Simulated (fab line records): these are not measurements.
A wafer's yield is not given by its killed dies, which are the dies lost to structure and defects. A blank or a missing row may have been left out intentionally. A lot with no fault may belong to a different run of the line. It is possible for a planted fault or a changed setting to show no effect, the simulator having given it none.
Chamber matching ; flow nand-harc ; 4 sister chambers for NHARC_A_CHANNEL_FILL_D2_STRIP_28 on rie-diel-07
The step strips in O2, time 20 s. 18 wafers are shown with their chamber, then 9 later ones without.

WAFERS PAIRED WITH THEIR CHAMBERS
wafer;chamber;drypump-motor-current-A (A);oes-product-au (a.u.);rf-vpp-V (V)
L075.3;3;5.1;0.999;57.5
L075.5;0;5.1;1.004;57.3
L075.6;3;5.0;1.009;58.1
L078.2;3;5.1;1.011;58.1
L078.4;2;6.5;0.975;58.8
L078.5;2;6.5;0.991;58.5
L080.3;0;5.1;1.004;57.0
L080.5;1;5.4;1.000;58.8
L080.6;0;5.1;1.004;57.8
L083.1;2;6.5;0.976;57.5
L083.5;3;5.0;0.996;58.6
L083.6;0;5.1;1.009;58.2
L084.1;1;5.4;1.012;58.1
L084.3;0;5.1;1.015;57.3
L084.6;3;5.1;0.996;58.9
L089.3;1;5.4;1.002;57.0
L089.5;3;5.1;1.012;60.0
L089.6;1;5.4;1.008;56.4

SIGNATURES (means of the wafers above)
reading;chamber 0;chamber 1;chamber 2;chamber 3;scatter within a chamber
drypump-motor-current-A;5.100;5.400;6.500;5.067;0.0309
oes-product-au;1.00720;1.00550;0.98067;1.00383;0.00675
rf-vpp-V;57.520;57.575;58.267;58.533;0.804
Rule: for a wafer and a chamber, the distance is found by dividing, reading by reading, the gap between the wafer's reading and the chamber's mean by the reading's scatter, squaring, summing and taking the root. The wafer belongs to the nearest chamber; if the next one is less than 2 further off, it can't be placed. The scatter: take each reading less its chamber's mean, square it, sum over the shown wafers, divide by the number of wafers less the number of chambers, and take the root.

WAFERS WITHOUT THEIR CHAMBER
wafer;drypump-motor-current-A (A);oes-product-au (a.u.);rf-vpp-V (V)
L090.1;6.5;1.007;58.0
L090.2;5.1;1.017;58.6
L090.3;5.1;0.993;57.3
L092.1;5.4;1.005;57.2
L092.2;5.1;1.011;57.9
L092.5;6.5;1.005;58.7
L095.1;5.1;0.995;59.0
L095.3;5.4;1.022;58.2
L095.4;5.4;1.015;56.8

CHAMBER TAKEN BY EACH
wafer;from the rows above;in truth
L090.1;2;2
L090.2;can't be placed: 0 or 3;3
L090.3;can't be placed: 0 or 3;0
L092.1;1;1
L092.2;can't be placed: 0 or 3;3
L092.5;2;2
L095.1;can't be placed: 3 or 0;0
L095.3;1;1
L095.4;1;1
Correct placement for 5 of the 9. Can't be placed from these rows: 4 (the true chamber is among the candidates in 4). Number placed wrongly: 0.
